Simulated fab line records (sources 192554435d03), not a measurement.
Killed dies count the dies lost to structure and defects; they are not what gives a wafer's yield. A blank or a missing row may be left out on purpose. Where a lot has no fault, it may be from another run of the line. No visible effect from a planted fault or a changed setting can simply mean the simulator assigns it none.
Which tool is to blame? :: flow n5 finfet :: 10 lots, 30 wafers sampled, at 5 steps of a route of 1938

## WHAT EACH GAUGE READ, for each wafer
N5_HKMG_FIN_THK_MEAS_70: measures by xrf. Usual: for HK_THK the level is 1.589 nm and the standard deviation is 0.02.
lot: L753
measured: day 4 02:57
on: film metro-01
HK_THK (nm): 1.579 1.580 1.543
flag: 

lot: L754
measured: day 4 07:19
on: film metro-01
HK_THK (nm): 1.586 1.569 1.583
flag: 

lot: L755
measured: day 4 14:23
on: film metro-01
HK_THK (nm): 1.578 1.599 1.604
flag: 

lot: L761
measured: day 6 06:14
on: film metro-01
HK_THK (nm): 1.585 1.572 1.588
flag: 

lot: L762
measured: day 6 09:11
on: film metro-02
HK_THK (nm): 1.567 1.569 1.565
flag: 

lot: L769
measured: day 8 02:49
on: film metro-01
HK_THK (nm): 1.606 1.612 1.614
flag: 

lot: L770
measured: day 8 09:32
on: film metro-02
HK_THK (nm): 1.623 1.615 1.596
flag: 

lot: L773
measured: day 9 02:00
on: film metro-02
HK_THK (nm): 1.554 1.570 1.600
flag: 

lot: L775
measured: day 9 23:31
on: film metro-01
HK_THK (nm): 1.589 1.576 1.598
flag: 

lot: L776
measured: day 10 02:59
on: film metro-02
HK_THK (nm): 1.602 1.585 1.608
flag: 

N5_BEOL_M4_RC_MEAS_101. Usual: DIBL_N 35.7 mV/V, standard deviation 1.3; DIBL_P 35.4 mV/V, standard deviation 1.8; IOFF_N 0.152 nA/um, standard deviation 0.027; IOFF_P 0.20 nA/um, standard deviation 0.034; ION_N 672 uA/um, standard deviation 9.8; ION_P 461 uA/um, standard deviation 7.5; SS_N 71.4 mV/dec, standard deviation 0.55; SS_P 73.1 mV/dec, standard deviation 0.61; VT_N 251 mV, standard deviation 3.3; VT_P -251 mV, standard deviation 3.6.
lot: L753
measured: day 7 18:44
on: prober-02
DIBL_N (mV/V): 37.2 35.0 35.2
DIBL_P (mV/V): 39.2 38.2 36.6
IOFF_N (nA/um): 0.199 0.160 0.161
IOFF_P (nA/um): 0.27 0.24 0.22
ION_N (uA/um): 681 672 684
ION_P (uA/um): 469 465 467
SS_N (mV/dec): 72.2 71.1 71.0
SS_P (mV/dec): 74.2 73.9 73.7
VT_N (mV): 247 248 248
VT_P (mV): -244 -246 -247
flag: 

lot: L754
measured: day 7 23:58
on: prober-01
DIBL_N (mV/V): 34.0 35.2 34.4
DIBL_P (mV/V): 32.5 34.1 34.2
IOFF_N (nA/um): 0.114 0.133 0.126
IOFF_P (nA/um): 0.16 0.18 0.18
ION_N (uA/um): 661 670 659
ION_P (uA/um): 457 464 452
SS_N (mV/dec): 70.3 70.6 71.3
SS_P (mV/dec): 72.7 73.5 73.0
VT_N (mV): 255 253 255
VT_P (mV): -255 -251 -250
flag: 

lot: L755
measured: day 8 11:07
on: prober-01
DIBL_N (mV/V): 38.6 34.7 34.8
DIBL_P (mV/V): 38.5 32.9 34.2
IOFF_N (nA/um): 0.217 0.139 0.144
IOFF_P (nA/um): 0.30 0.21 0.22
ION_N (uA/um): 674 671 673
ION_P (uA/um): 468 463 460
SS_N (mV/dec): 72.4 71.0 71.6
SS_P (mV/dec): 74.4 72.9 73.5
VT_N (mV): 248 251 251
VT_P (mV): -244 -249 -248
flag: 

lot: L761
measured: day 10 02:28
on: prober-02
DIBL_N (mV/V): 33.7 35.1 33.6
DIBL_P (mV/V): 32.3 34.0 32.7
IOFF_N (nA/um): 0.114 0.131 0.112
IOFF_P (nA/um): 0.16 0.19 0.17
ION_N (uA/um): 666 674 666
ION_P (uA/um): 458 463 467
SS_N (mV/dec): 70.7 71.6 72.0
SS_P (mV/dec): 72.2 72.7 72.5
VT_N (mV): 256 255 255
VT_P (mV): -253 -253 -255
flag: 

lot: L762
measured: day 10 03:15
on: prober-02
DIBL_N (mV/V): 36.5 37.6 37.4
DIBL_P (mV/V): 34.9 35.7 36.3
IOFF_N (nA/um): 0.147 0.154 0.156
IOFF_P (nA/um): 0.19 0.21 0.21
ION_N (uA/um): 671 669 675
ION_P (uA/um): 458 459 458
SS_N (mV/dec): 72.1 71.6 72.1
SS_P (mV/dec): 73.5 73.0 73.0
VT_N (mV): 251 250 253
VT_P (mV): -248 -251 -249
flag: 

lot: L769
measured: day 11 21:49
on: prober-01
DIBL_N (mV/V): 35.0 34.2 34.6
DIBL_P (mV/V): 34.7 32.8 33.7
IOFF_N (nA/um): 0.129 0.116 0.115
IOFF_P (nA/um): 0.19 0.16 0.17
ION_N (uA/um): 657 658 653
ION_P (uA/um): 458 456 453
SS_N (mV/dec): 71.1 71.4 70.1
SS_P (mV/dec): 73.4 72.4 72.1
VT_N (mV): 253 257 256
VT_P (mV): -250 -252 -250
flag: 

lot: L770
measured: day 12 15:07
on: prober-01
DIBL_N (mV/V): 34.7 33.4 35.4
DIBL_P (mV/V): 33.2 31.7 35.0
IOFF_N (nA/um): 0.143 0.122 0.164
IOFF_P (nA/um): 0.19 0.17 0.21
ION_N (uA/um): 674 666 676
ION_P (uA/um): 463 462 469
SS_N (mV/dec): 72.2 71.8 72.1
SS_P (mV/dec): 73.0 73.3 73.5
VT_N (mV): 252 254 252
VT_P (mV): -249 -251 -249
flag: 

lot: L773
measured: day 12 17:35
on: prober-02
DIBL_N (mV/V): 33.4 33.5 36.0
DIBL_P (mV/V): 34.1 33.9 36.6
IOFF_N (nA/um): 0.116 0.108 0.151
IOFF_P (nA/um): 0.15 0.15 0.18
ION_N (uA/um): 656 649 663
ION_P (uA/um): 451 445 452
SS_N (mV/dec): 71.0 70.8 71.3
SS_P (mV/dec): 72.4 72.5 73.1
VT_N (mV): 256 258 251
VT_P (mV): -258 -256 -257
flag: 

lot: L775
measured: day 13 20:10
on: prober-01
DIBL_N (mV/V): 34.3 36.4 35.3
DIBL_P (mV/V): 34.6 36.6 35.2
IOFF_N (nA/um): 0.123 0.150 0.124
IOFF_P (nA/um): 0.18 0.20 0.17
ION_N (uA/um): 663 673 667
ION_P (uA/um): 458 464 456
SS_N (mV/dec): 71.2 71.5 71.2
SS_P (mV/dec): 72.0 73.5 72.7
VT_N (mV): 253 250 253
VT_P (mV): -252 -250 -251
flag: 

lot: L776
measured: day 14 06:29
on: prober-02
DIBL_N (mV/V): 34.8 33.8 35.4
DIBL_P (mV/V): 33.5 32.4 34.7
IOFF_N (nA/um): 0.121 0.104 0.132
IOFF_P (nA/um): 0.19 0.17 0.20
ION_N (uA/um): 674 653 668
ION_P (uA/um): 459 457 467
SS_N (mV/dec): 70.5 70.8 71.3
SS_P (mV/dec): 73.0 72.3 73.0
VT_N (mV): 254 259 252
VT_P (mV): -252 -253 -249
flag: 

## EACH LOT AND THE TOOL THAT RAN IT (in order: tool; ch and the chambers of the sampled wafers; start)
lot: L753
N5_HKMG_FIN_CVD_62: thermal cvd si-02 ch 0,1,2, day 4 02:05
N5_HKMG_FIN_PWFM_ALD_03: ald metal-03 ch 0,2, day 4 02:59
N5_HKMG_FIN_ETCH_32: rie diel-01 ch 0,1,3, day 4 04:03

lot: L754
N5_HKMG_FIN_CVD_62: thermal cvd si-01 ch 0,1, day 4 06:38
N5_HKMG_FIN_PWFM_ALD_03: ald metal-03 ch 0,1, day 4 07:20
N5_HKMG_FIN_ETCH_32: rie diel-06 ch 1,3, day 4 08:14

lot: L755
N5_HKMG_FIN_CVD_62: thermal cvd si-02 ch 1,2, day 4 13:32
N5_HKMG_FIN_PWFM_ALD_03: ald metal-03 ch 0,2,3, day 4 14:25
N5_HKMG_FIN_ETCH_32: rie diel-01 ch 0,1,3, day 4 15:19

lot: L761
N5_HKMG_FIN_CVD_62: thermal cvd si-02 ch 0,1, day 6 05:34
N5_HKMG_FIN_PWFM_ALD_03: ald metal-04 ch 0,2,3, day 6 06:16
N5_HKMG_FIN_ETCH_32: rie diel-01 ch 0,1,2, day 6 07:17

lot: L762
N5_HKMG_FIN_CVD_62: thermal cvd si-01 ch 0,1,2, day 6 08:31
N5_HKMG_FIN_PWFM_ALD_03: ald metal-04 ch 0,1,3, day 6 09:14
N5_HKMG_FIN_ETCH_32: rie diel-01 ch 0,1,3, day 6 10:22

lot: L769
N5_HKMG_FIN_CVD_62: thermal cvd si-02 ch 0,1,2, day 8 01:58
N5_HKMG_FIN_PWFM_ALD_03: ald metal-02 ch 0,2,3, day 8 02:52
N5_HKMG_FIN_ETCH_32: rie diel-06 ch 0,1,3, day 8 03:53

lot: L770
N5_HKMG_FIN_CVD_62: thermal cvd si-01 ch 1,2, day 8 08:44
N5_HKMG_FIN_PWFM_ALD_03: ald metal-04 ch 0,2,3, day 8 09:34
N5_HKMG_FIN_ETCH_32: rie diel-06 ch 2,3, day 8 10:35

lot: L773
N5_HKMG_FIN_CVD_62: thermal cvd si-02 ch 0,2, day 9 01:05
N5_HKMG_FIN_PWFM_ALD_03: ald metal-02 ch 2,3, day 9 02:02
N5_HKMG_FIN_ETCH_32: rie diel-06 ch 1,3, day 9 02:56

lot: L775
N5_HKMG_FIN_CVD_62: thermal cvd si-02 ch 0,1,2, day 9 22:41
N5_HKMG_FIN_PWFM_ALD_03: ald metal-03 ch 0,1,2, day 9 23:34
N5_HKMG_FIN_ETCH_32: rie diel-05 ch 0,1,3, day 10 00:35

lot: L776
N5_HKMG_FIN_CVD_62: thermal cvd si-02 ch 0,2, day 10 02:13
N5_HKMG_FIN_PWFM_ALD_03: ald metal-02 ch 0,1,3, day 10 03:02
N5_HKMG_FIN_ETCH_32: rie diel-05 ch 1,2,3, day 10 03:56
- N5_HKMG_FIN_CVD_62: deposits a-Si from Si2H6, target thk 3 nm, time 20.8 s.
- N5_HKMG_FIN_PWFM_ALD_03: deposits TiN, target thk 2 nm, pulse time 1 s, purge time 3 s.
- N5_HKMG_FIN_ETCH_32: etches SOC in N2/H2, target depth 240 nm, time 300 s.

## AS READ BY THE TOOLS THEMSELVES (means over the sampled wafers that have a number; for cases with no such wafer, the mark the record gives instead)
N5_HKMG_FIN_CVD_62. Usual: heater power w reads 1351 W (standard deviation 130).
lot: L753
tool: thermal cvd si-02
heater power w (W): 1319
flag: 

lot: L754
tool: thermal cvd si-01
heater power w (W): 1281
flag: 

lot: L755
tool: thermal cvd si-02
heater power w (W): 1214
flag: 

lot: L761
tool: thermal cvd si-02
heater power w (W): 1221
flag: 

lot: L762
tool: thermal cvd si-01
heater power w (W): 1357
flag: 

lot: L769
tool: thermal cvd si-02
heater power w (W): 1341
flag: 

lot: L770
tool: thermal cvd si-01
heater power w (W): 1386
flag: 

lot: L773
tool: thermal cvd si-02
heater power w (W): 1452
flag: 

lot: L775
tool: thermal cvd si-02
heater power w (W): 1337
flag: 

lot: L776
tool: thermal cvd si-02
heater power w (W): 1457
flag: 

N5_HKMG_FIN_PWFM_ALD_03. Usual: heater power w 852 W, standard deviation 64; precursor pulse height rel 0.997, standard deviation 0.021.
lot: L753
tool: ald metal-03
heater power w (W): 863
precursor pulse height rel: 0.994
flag: 

lot: L754
tool: ald metal-03
heater power w (W): 889
precursor pulse height rel: 1.000
flag: 

lot: L755
tool: ald metal-03
heater power w (W): 840
precursor pulse height rel: 1.018
flag: 

lot: L761
tool: ald metal-04
heater power w (W): 896
precursor pulse height rel: 1.004
flag: 

lot: L762
tool: ald metal-04
heater power w (W): 891
precursor pulse height rel: 0.989
flag: 

lot: L769
tool: ald metal-02
heater power w (W): 799
precursor pulse height rel: 0.992
flag: 

lot: L770
tool: ald metal-04
heater power w (W): 892
precursor pulse height rel: 1.013
flag: 

lot: L773
tool: ald metal-02
heater power w (W): 804
precursor pulse height rel: 0.992
flag: 

lot: L775
tool: ald metal-03
heater power w (W): 861
precursor pulse height rel: 0.998
flag: 

lot: L776
tool: ald metal-02
heater power w (W): 799
precursor pulse height rel: 0.997
flag: 

N5_HKMG_FIN_ETCH_32. Usual: drypump motor current A 5.6 A, standard deviation 0.43; oes product au 0.80 a.u., standard deviation 0.09; rf fwd power W 837.8 W, standard deviation 2.6; rf vpp V 524.3 V, standard deviation 2.5; showerhead plenum p Torr 2.56 Torr, standard deviation 0.088; throttle valve pct 17.87 %, standard deviation 0.25.
lot: L753
tool: rie diel-01
drypump motor current A (A): 5.7
oes product au (a.u.): 0.76
rf fwd power W (W): 834.0
rf vpp V (V): 522.9
showerhead plenum p Torr (Torr): 2.51
throttle valve pct (%): 17.88
flag: 

lot: L754
tool: rie diel-06
drypump motor current A (A): 6.1
oes product au (a.u.): 0.85
rf fwd power W (W): 841.2
rf vpp V (V): 528.4
showerhead plenum p Torr (Torr): 2.69
throttle valve pct (%): 17.97
flag: 

lot: L755
tool: rie diel-01
drypump motor current A (A): 5.7
oes product au (a.u.): 0.76
rf fwd power W (W): 838.2
rf vpp V (V): 523.5
showerhead plenum p Torr (Torr): 2.51
throttle valve pct (%): 17.89
flag: 

lot: L761
tool: rie diel-01
drypump motor current A (A): 5.7
oes product au (a.u.): 0.76
rf fwd power W (W): 906.3
rf vpp V (V): 510.8
showerhead plenum p Torr (Torr): 2.50
throttle valve pct (%): 17.98
flag: OFF

lot: L762
tool: rie diel-01
drypump motor current A (A): 5.8
oes product au (a.u.): 0.77
rf fwd power W (W): 907.9
rf vpp V (V): 511.4
showerhead plenum p Torr (Torr): 2.50
throttle valve pct (%): 17.90
flag: OFF

lot: L769
tool: rie diel-06
drypump motor current A (A): 5.6
oes product au (a.u.): 0.80
rf fwd power W (W): 841.0
rf vpp V (V): 527.9
showerhead plenum p Torr (Torr): 2.66
throttle valve pct (%): 18.01
flag: 

lot: L770
tool: rie diel-06
drypump motor current A (A): 5.8
oes product au (a.u.): 0.71
rf fwd power W (W): 833.9
rf vpp V (V): 524.8
showerhead plenum p Torr (Torr): 2.55
throttle valve pct (%): 18.09
flag: 

lot: L773
tool: rie diel-06
drypump motor current A (A): 6.0
oes product au (a.u.): 0.80
rf fwd power W (W): 838.9
rf vpp V (V): 527.3
showerhead plenum p Torr (Torr): 2.67
throttle valve pct (%): 18.03
flag: 

lot: L775
tool: rie diel-05
drypump motor current A (A): 5.5
oes product au (a.u.): 0.86
rf fwd power W (W): 837.9
rf vpp V (V): 526.1
showerhead plenum p Torr (Torr): 2.58
throttle valve pct (%): 17.58
flag: 

lot: L776
tool: rie diel-05
drypump motor current A (A): 5.6
oes product au (a.u.): 0.87
rf fwd power W (W): 839.0
rf vpp V (V): 525.7
showerhead plenum p Torr (Torr): 2.58
throttle valve pct (%): 17.71
flag: 

## THE ANSWER, worked out from the rows above alone
Rule: a lot counts as off when the mean over its wafers that have a number is more than 3 standard deviations away from the usual mean. Also off: a lot with no number at a reading for which 4 or more lots have one. All remaining lots with rows at the step are treated as sound. The gauges are gone through in route order, then the tools' own readings, and for those a lot's mean is taken as printed above. The first step at which some lot is off is used, and at that step the reading that is off furthest; a lot without a number counts as furthest.
Off at N5_HKMG_FIN_ETCH_32 (rf fwd power W): L761, L762.
If a tool, at that step or one of the process steps before it, ran each lot that is off and ran no sound lot following the first of them, it fits. One fits: N5_HKMG_FIN_ETCH_32 on rie diel-01. Its last sound lot is L755 (day 4 15:19), its first lot that is off L761 (day 6 07:17): a fault that began between those two fits.
The tool's own readings at N5_HKMG_FIN_ETCH_32 bear it out: on the lots that are off they differ by more than 5 times the standard deviation of the sound lots' means. rf fwd power W reads 907.1 W there against 838.0 W on the sound lots; rf vpp V reads 511.1 V there against 525.8 V on the sound lots.

## WHAT WAS PUT IN BY THE SIMULATOR
rie diel-01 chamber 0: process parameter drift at N5_HKMG_FIN_ETCH_32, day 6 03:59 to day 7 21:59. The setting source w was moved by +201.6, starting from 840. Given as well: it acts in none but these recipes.
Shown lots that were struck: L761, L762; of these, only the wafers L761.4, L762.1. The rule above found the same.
